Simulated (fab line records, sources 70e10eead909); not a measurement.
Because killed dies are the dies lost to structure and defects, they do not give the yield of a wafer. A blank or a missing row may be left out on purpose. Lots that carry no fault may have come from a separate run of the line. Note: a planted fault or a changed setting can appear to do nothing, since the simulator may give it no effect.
Comparing a struck lot with a sound one + flow nandHarc + 12 out of 1302 route steps
Sound: wafers L396.1, L396.3, L396.4. Wafers L395.1, L395.3, L395.6 were the ones struck. At the end, the cause is stated.
Per side, at each step with rows, come the tool, then ch with its chambers, and then its first start. Under that, the readings that differ: sound wafers + struck wafers + difference of the means + sigmas: that difference in standard deviations of wafers without a fault.
alike: same words and numbers on both sides, and readings whose means sit less than 2 such deviations apart. not compared: any withheld reading, any reading some wafer has no value for, any bound like >300 that may hide the same value, and any number with overlapping values for which the record gives no deviation.
Wherever a step has rows on one side only, a row that says differs or no value, or a row with sigmas, the two part there. Numbers that have no deviation but don't overlap get no sigmas and don't part them. A reading that every wafer of one side lacks parts them only if that side has two wafers or more.

NHARC_A_CHANNEL_FILL_D1_THK_MEAS_06: measures by ellipsometry.
  sound: filmMetro-02 at day 17 21:35; struck: filmMetro-02 at day 17 06:18
  alike: thkNm
NHARC_A_CHANNEL_FILL_D1_ALD_25: deposits SiOx, target thk 60 nm, pulse time 10 s, ald cycles 600.
  sound on aldHk-03 ch 0,1,2, day 17 22:15; struck on aldHk-03 ch 1,2,3, day 17 06:58
  alike: heaterPowerW, precursorPulseHeightRel
NHARC_A_CHANNEL_FILL_D1_ETCHBACK_08: etches the open film in C4F8, target depth 220 nm, time 110 s.
  sound: rieDiel-03 ch 0,1; struck: rieDiel-11 ch 0,1
| reading             | sound          | struck         | difference | sigmas |
|---------------------|----------------|----------------|------------|--------|
| oesProductAu (a.u.) | 1.00 0.99 1.01 | 0.93 0.93 0.93 | -0.07      | -2     |
  alike: rfVppV, runLengthS
  not compared: rfHoursCounterH
NHARC_A_CHANNEL_FILL_D1_STRIP_29: strips in O2, time 20 s.
  sound on rieDiel-03 ch 0,1,2, day 18 03:21; struck on rieDiel-11 ch 1,3
  alike: drypumpMotorCurrentA, oesProductAu, rfVppV, showerheadPlenumPTorr, throttleValvePct
  not compared: rfHoursCounterH
then, 3 steps without rows for these wafers: NHARC_A_CHANNEL_FILL_D1_PRECLEAN_30 (cleans in dHF, time 30 s); NHARC_A_CHANNEL_FILL_D1_SRD_31; NHARC_A_CHANNEL_FILL_D1_CVD_09 (deposits poly-Si, target thk 150 nm, time 3000 s).
NHARC_A_CHANNEL_FILL_D1_CMP_10: polishes, target thk 150 nm.
  sound on cmp-03 ch 0,1,2, day 18 09:07; struck on cmp-03 ch 2,3, day 17 17:33
  alike: edgeZonePressureFrac, motorCurrentA, retainingRingPressureFrac, timeToEndpointS
then, 1 step without rows for these wafers: NHARC_A_CHANNEL_FILL_D1_SRD_12.
NHARC_A_CHANNEL_FILL_D1_INSPECT_13:
  sound: defectInspect-02 at day 18 09:31; struck: defectInspect-01 at day 17 17:58
  alike: rawDefectCount
NHARC_A_DECK1_JOINT_ETCHBACK_07: etches the open film in HBr, target depth 105 nm, time 26.9 s.
  sound on rieSi-04 ch 0,1,2, day 18 09:34; struck on rieSi-02 ch 0,1,3, day 17 18:02
| reading        | sound          | struck         | difference | sigmas |
|----------------|----------------|----------------|------------|--------|
| runLengthS (s) | 48.1 48.4 48.6 | 37.4 37.4 37.3 | -11.0      | -31    |
  alike: drypumpMotorCurrentA, oesProductAu, throttleValvePct
  not compared: rfHoursCounterH
then, 1 step without rows for these wafers: NHARC_A_DECK1_JOINT_ETCH_25 (etches SiO2 in dHF, target depth 0.5 nm).

## WHERE THEY PART
Last at NHARC_A_DECK1_JOINT_ETCHBACK_07 as far as this record goes, first at NHARC_A_CHANNEL_FILL_D1_ETCHBACK_08.

WHY: what had been put in by the simulator
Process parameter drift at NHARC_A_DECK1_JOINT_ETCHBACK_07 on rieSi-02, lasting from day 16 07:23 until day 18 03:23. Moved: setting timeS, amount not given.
